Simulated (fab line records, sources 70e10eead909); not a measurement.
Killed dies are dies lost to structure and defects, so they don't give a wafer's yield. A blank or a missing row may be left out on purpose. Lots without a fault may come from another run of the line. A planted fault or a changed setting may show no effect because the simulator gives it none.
Which tool did it? | flow nand_harc | 11 lots, 33 wafers sampled, at 5 steps of a route of 1159

WHAT THE GAUGES READ, wafer by wafer
NHARC_END_SORT_01.
lot  | measured     | on        | defect_limited_yield (%)
L188 | day 20 11:18 | prober-01 | 96.6 96.8 96.2
L205 | day 24 11:56 | prober-02 | 98.1 96.5 97.0
L206 | day 24 21:21 | prober-02 | 95.7 93.2 92.9

WHICH TOOL RAN EACH LOT (tool, then ch and the chambers of the sampled wafers, then the start)
lot  | NHARC_P_CONTACT_STRIP_28           | NHARC_P_CONTACT_CMP_24        | NHARC_P_M1_ETCH_28                 | NHARC_P_M1_DEP_33
L188 | rie_diel-06 ch 0,1,3, day 5 23:50  | cmp-01 ch 0,2,3, day 6 02:31  | rie_diel-07 ch 0,1,2, day 6 08:47  | pecvd-02 ch 0,1,2, day 6 11:07
L191 | rie_diel-05 ch 1,3, day 6 21:07    | cmp-02 ch 0,1,2, day 6 23:50  | rie_diel-07 ch 0,1,3, day 7 06:03  | pecvd-02 ch 0,1,2, day 7 08:21
L192 | rie_diel-05 ch 1,2, day 7 02:28    | cmp-01 ch 1,2,3, day 7 04:14  | rie_diel-10 ch 1,2,3, day 7 10:37  | pecvd-01 ch 1,2, day 7 13:07
L196 | rie_diel-06 ch 1,2,3, day 7 22:16  | cmp-02 ch 0,1,3, day 7 23:59  | rie_diel-07 ch 0,1, day 8 06:36    | pecvd-02 ch 0,1, day 8 08:53
L201 | rie_diel-05 ch 0,3, day 9 01:45    | cmp-04 ch 0,2,3, day 9 03:36  | rie_diel-12 ch 0,2,3, day 9 09:43  | pecvd-02 ch 0,1,2, day 9 11:55
L198 | rie_diel-05 ch 0,2,3, day 9 02:51  | cmp-01 ch 1,2,3, day 9 04:37  | rie_diel-10 ch 0,1,2, day 9 10:55  | pecvd-01 ch 0,1,2, day 9 13:05
L202 | rie_diel-06 ch 0,1,3, day 9 11:31  | cmp-02 ch 2,3, day 9 21:55    | rie_diel-07 ch 0,1,2, day 10 04:07 | pecvd-04 ch 1,2, day 10 06:19
L205 | rie_diel-06 ch 1,2,3, day 10 03:18 | cmp-01 ch 0,1,2, day 10 08:20 | rie_diel-12 ch 0,1,3, day 10 14:56 | pecvd-04 ch 0,2, day 10 17:05
L206 | rie_diel-06 ch 0,1,3, day 10 11:06 | cmp-01 ch 0,3, day 10 13:08   | rie_diel-12 ch 0,1, day 10 19:58   | pecvd-02 ch 0,1, day 10 22:27
L209 | rie_diel-11 ch 1,2,3, day 11 05:46 | cmp-01 ch 0,1,2, day 11 07:32 | rie_diel-10 ch 0,1,2, day 11 13:52 | pecvd-02 ch 0,2, day 11 16:10
L210 | rie_diel-11 ch 0,1,2, day 11 14:37 | cmp-01 ch 0,2,3, day 11 21:18 | rie_diel-10 ch 0,2,3, day 12 03:19 | pecvd-02 ch 0,1, day 12 05:27
- NHARC_P_CONTACT_STRIP_28: strips in O2.
- NHARC_P_CONTACT_CMP_24: polishes, t overpolish 30 s, target thk 200 nm.
- NHARC_P_M1_ETCH_28: etches the open film in CF4/N2, target depth 30 nm, time 72.99 s.
- NHARC_P_M1_DEP_33: deposits SiCN, target thk 30 nm.

THE ANSWER, worked out from the rows above alone
Rule: what is usual is taken from the lots themselves. Put in order of their means at a reading, lots are off if they are a third of the lots or fewer, leave a main group of 4 or more, and stand apart from it by a gap of 3 or more times the standard deviation of the main group's means; of several such gaps the widest counts. A main group whose means are all the same, to the digits that the tables above print for the reading, isn't used. A lot without any number at a reading at which 4 lots or more have one is off too. The other lots that the step has rows for count as sound.
No lot is off at any reading shown: from this, nothing can be told.

WHAT THE SIMULATOR HAD PUT IN
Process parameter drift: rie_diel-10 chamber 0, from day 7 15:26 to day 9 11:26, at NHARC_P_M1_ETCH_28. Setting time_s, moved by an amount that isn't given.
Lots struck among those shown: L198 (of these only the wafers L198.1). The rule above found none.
